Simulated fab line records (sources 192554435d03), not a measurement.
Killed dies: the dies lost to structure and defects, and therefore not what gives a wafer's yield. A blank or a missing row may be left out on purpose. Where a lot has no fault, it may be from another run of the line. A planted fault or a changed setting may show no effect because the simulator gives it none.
Chamber matching ; flow n5-finfet ; N5_BEOL_M1_ETCH_77 on rie-diel-04 has 4 sister chambers
The step etches underlayer in N2/H2, target depth 6.5 nm, time 5.2 s. 14 wafers are shown with their chamber, then 7 later ones without.

## WAFERS PAIRED WITH THEIR CHAMBERS
wafer;chamber;throttle-valve-pct (%);drypump-motor-current-A (A);oes-product-au (a.u.)
L075.1;1;17.77;5.5;0.61
L075.3;2;17.92;5.3;0.72
L075.6;3;17.81;6.0;0.81
L076.1;3;17.82;6.0;0.80
L076.2;2;17.92;5.3;0.72
L076.3;0;17.46;5.7;0.84
L077.2;3;17.84;6.0;0.80
L077.3;1;17.77;5.6;0.60
L077.6;0;17.47;5.7;0.82
L081.2;0;17.48;5.7;0.81
L081.3;1;17.77;5.6;0.60
L081.4;2;17.93;5.3;0.71
L082.1;0;17.48;5.6;0.80
L082.2;2;17.93;5.3;0.70

SIGNATURES, as means of the wafers listed above
reading;chamber 0;chamber 1;chamber 2;chamber 3;scatter within a chamber
throttle-valve-pct;17.4725;17.7700;17.9250;17.8233;0.00917
drypump-motor-current-A;5.675;5.567;5.300;6.000;0.0376
oes-product-au;0.8175;0.6033;0.7125;0.8033;0.0113
Rule: distance of a wafer from a chamber = root of the sum over the readings of ((wafer's reading minus chamber's mean) / reading's scatter) squared. If the next closest chamber is less than 2 further off than the closest, the wafer can't be placed; otherwise it belongs to the closest. How the scatter is found: for the shown wafers, subtract from each reading the mean of its chamber, square and add these, divide the total by (wafers less chambers), then take the root.

## WAFERS WHOSE CHAMBER IS MISSING
wafer;throttle-valve-pct (%);drypump-motor-current-A (A);oes-product-au (a.u.)
L082.4;17.85;6.0;0.79
L089.1;17.49;5.6;0.78
L089.3;17.87;6.0;0.77
L089.5;17.86;6.0;0.77
L092.1;17.95;5.4;0.70
L092.2;17.88;6.0;0.75
L092.6;17.83;5.5;0.60

## EACH ONE'S CHAMBER
wafer;from the rows above;in truth
L082.4;3;3
L089.1;0;0
L089.3;3;3
L089.5;3;3
L092.1;2;2
L092.2;3;3
L092.6;1;1
Correctly placed: 7 of 7. Can't be placed from these rows: 0. Placed wrongly: 0.
